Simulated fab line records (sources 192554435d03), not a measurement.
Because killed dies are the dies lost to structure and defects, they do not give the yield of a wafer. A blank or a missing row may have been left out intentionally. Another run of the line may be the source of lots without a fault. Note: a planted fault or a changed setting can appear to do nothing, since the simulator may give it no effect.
Split-lot experiment || flow n5_finfet || route with 1938 steps; 7 lots, 21 wafers read

== SPLIT DETAILS ==
At N5_BEOL_M6_EXPOSE_25 (exposes mask V5, target cd 40 nm), the setting dose_mj was moved away from the recipe's 45 on 4 of the 21 wafers read, by +4.5% to +6.3%. For the rest of the wafers, this setting stayed at what the recipe calls for.

== FROM THE SPLIT TO THE READING: what the file shows between them, 2 steps ==
- N5_BEOL_M6_PEB_26: peb time 60 s
- N5_BEOL_M6_DEVELOP_27: develop time 30 s

== THE READING ==
cd_nm at N5_BEOL_M6_CD_MEAS_28, given in nm (cd target 40 nm). Typical for fault-free wafers on this fab line: 39.97 nm, with standard deviation 0.24 nm.

{"wafer": "L079.2", "tool, chamber at the split": "euv_scanner-02, 0", "dose_mj as run": 45, "against the recipe": "recipe", "cd_nm, nm": 39.96, "against lot-mates on the recipe": "-"}
{"wafer": "L079.5", "tool, chamber at the split": "euv_scanner-02, 0", "dose_mj as run": 45, "against the recipe": "recipe", "cd_nm, nm": 40.00, "against lot-mates on the recipe": "-"}
{"wafer": "L079.6", "tool, chamber at the split": "euv_scanner-02, 0", "dose_mj as run": 45, "against the recipe": "recipe", "cd_nm, nm": 40.08, "against lot-mates on the recipe": "-"}
{"wafer": "L080.1", "tool, chamber at the split": "euv_scanner-02, 0", "dose_mj as run": 45, "against the recipe": "recipe", "cd_nm, nm": 39.43, "against lot-mates on the recipe": "-"}
{"wafer": "L080.5", "tool, chamber at the split": "euv_scanner-02, 0", "dose_mj as run": 47.78, "against the recipe": "+6.2%", "cd_nm, nm": 41.52, "against lot-mates on the recipe": "+2.09"}
{"wafer": "L080.6", "tool, chamber at the split": "euv_scanner-02, 0", "dose_mj as run": 47.78, "against the recipe": "+6.2%", "cd_nm, nm": 41.22, "against lot-mates on the recipe": "+1.79"}
{"wafer": "L083.1", "tool, chamber at the split": "euv_scanner-01, 0", "dose_mj as run": 45, "against the recipe": "recipe", "cd_nm, nm": 39.84, "against lot-mates on the recipe": "-"}
{"wafer": "L083.2", "tool, chamber at the split": "euv_scanner-01, 0", "dose_mj as run": 45, "against the recipe": "recipe", "cd_nm, nm": 40.38, "against lot-mates on the recipe": "-"}
{"wafer": "L083.4", "tool, chamber at the split": "euv_scanner-01, 0", "dose_mj as run": 45, "against the recipe": "recipe", "cd_nm, nm": 40.06, "against lot-mates on the recipe": "-"}
{"wafer": "L088.2", "tool, chamber at the split": "euv_scanner-01, 0", "dose_mj as run": 47.84, "against the recipe": "+6.3%", "cd_nm, nm": 41.46, "against lot-mates on the recipe": "+1.36"}
{"wafer": "L088.3", "tool, chamber at the split": "euv_scanner-01, 0", "dose_mj as run": 45, "against the recipe": "recipe", "cd_nm, nm": 40.34, "against lot-mates on the recipe": "-"}
{"wafer": "L088.5", "tool, chamber at the split": "euv_scanner-01, 0", "dose_mj as run": 45, "against the recipe": "recipe", "cd_nm, nm": 39.86, "against lot-mates on the recipe": "-"}
{"wafer": "L092.2", "tool, chamber at the split": "euv_scanner-01, 0", "dose_mj as run": 45, "against the recipe": "recipe", "cd_nm, nm": 39.69, "against lot-mates on the recipe": "-"}
{"wafer": "L092.5", "tool, chamber at the split": "euv_scanner-01, 0", "dose_mj as run": 45, "against the recipe": "recipe", "cd_nm, nm": 39.99, "against lot-mates on the recipe": "-"}
{"wafer": "L092.6", "tool, chamber at the split": "euv_scanner-01, 0", "dose_mj as run": 45, "against the recipe": "recipe", "cd_nm, nm": 40.00, "against lot-mates on the recipe": "-"}
{"wafer": "L095.1", "tool, chamber at the split": "euv_scanner-01, 0", "dose_mj as run": 45, "against the recipe": "recipe", "cd_nm, nm": 39.88, "against lot-mates on the recipe": "-"}
{"wafer": "L095.3", "tool, chamber at the split": "euv_scanner-01, 0", "dose_mj as run": 45, "against the recipe": "recipe", "cd_nm, nm": 40.16, "against lot-mates on the recipe": "-"}
{"wafer": "L095.6", "tool, chamber at the split": "euv_scanner-01, 0", "dose_mj as run": 45, "against the recipe": "recipe", "cd_nm, nm": 40.10, "against lot-mates on the recipe": "-"}
{"wafer": "L097.2", "tool, chamber at the split": "euv_scanner-01, 0", "dose_mj as run": 45, "against the recipe": "recipe", "cd_nm, nm": 40.15, "against lot-mates on the recipe": "-"}
{"wafer": "L097.3", "tool, chamber at the split": "euv_scanner-01, 0", "dose_mj as run": 45, "against the recipe": "recipe", "cd_nm, nm": 39.96, "against lot-mates on the recipe": "-"}
{"wafer": "L097.6", "tool, chamber at the split": "euv_scanner-01, 0", "dose_mj as run": 47.02, "against the recipe": "+4.5%", "cd_nm, nm": 40.99, "against lot-mates on the recipe": "+0.94"}

FIT RESULTS
A straight line over all 21 wafers: cd_nm changes by +0.226 nm for each +1% of dose_mj; r = +0.93; the points scatter about the line by 0.21 nm.
The same after taking each lot's own level away (the mean of its wafers on the recipe; 21 wafers): +0.27 nm for each +1%; r = +0.95; scatter 0.2 nm.
According to that fit, moving dose_mj by its largest amount changes the reading by 1.7 nm.
Measured against the standard deviation above, the lots' own levels, which go from 39.430 to 40.100 nm, span 2.8 times it.
So the lot-to-lot level changes the slope: the two fits differ.
Check: for one of the wafers moved furthest among these (+6.3%), held out of the fit, the line's prediction against its lot-mates is +1.84 nm. It came out at +1.36 nm against them.

== OTHER SPLITS APPLIED TO THESE WAFERS ==
Other splits were also applied to these wafers ahead of the reading. Each is held against what the fit with the lots' levels taken away leaves over:
{"other split on the same wafers": "N5_BEOL_M2_TRENCH_ETCH_37 time_s", "wafers away from the commonest value": 5, "r with cd_nm (lot level and that fit taken away)": "+0.01"}
{"other split on the same wafers": "N5_BEOL_M4_EXPOSE_25 dose_mj", "wafers away from the commonest value": 8, "r with cd_nm (lot level and that fit taken away)": "+0.11"}
{"other split on the same wafers": "N5_BEOL_M4_TRENCH_ETCH_37 source_w", "wafers away from the commonest value": 8, "r with cd_nm (lot level and that fit taken away)": "+0.20"}
{"other split on the same wafers": "N5_BEOL_M5_COAT_74 spin_rpm", "wafers away from the commonest value": 7, "r with cd_nm (lot level and that fit taken away)": -0.11}
{"other split on the same wafers": "N5_BEOL_M5_EXPOSE_25 dose_mj", "wafers away from the commonest value": 5, "r with cd_nm (lot level and that fit taken away)": "+0.00"}

== THE WHOLE CHAIN: every reading that the file lists as answering this split, in the file's order ==
{"step": "N5_BEOL_M6_CD_MEAS_28", "what it does": "target cd 40 nm", "reading": "cd_nm", "change (the file's fit)": "+0.252 nm for each +1% of the setting", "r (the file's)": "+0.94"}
{"step": "N5_BEOL_M6_DESCUM_33", "what it does": "chemistry O2, time 7 s", "reading": "BEOL_M6.cd_nm (the simulator's own value, which no gauge read)", "change (the file's fit)": "+0.228 nm for each +1% of the setting", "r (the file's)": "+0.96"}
{"step": "N5_BEOL_M6_ETCH_72", "what it does": "etches underlayer in N2/H2, target depth 6.5 nm, time 5.2 s", "reading": "BEOL_M6.cd_nm (the simulator's own value, which no gauge read)", "change (the file's fit)": "+0.24 nm for each +1% of the setting", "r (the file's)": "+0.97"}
{"step": "N5_BEOL_M6_ETCH_65", "what it does": "etches SiARC in CF4, target depth 15.6 nm, time 26 s", "reading": "BEOL_M6.cd_nm (the simulator's own value, which no gauge read)", "change (the file's fit)": "+0.215 nm for each +1% of the setting", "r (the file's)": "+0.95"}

== FILE'S OWN FIT ==
cd_nm changes by +0.252 nm for each +1% of dose_mj, r = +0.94.
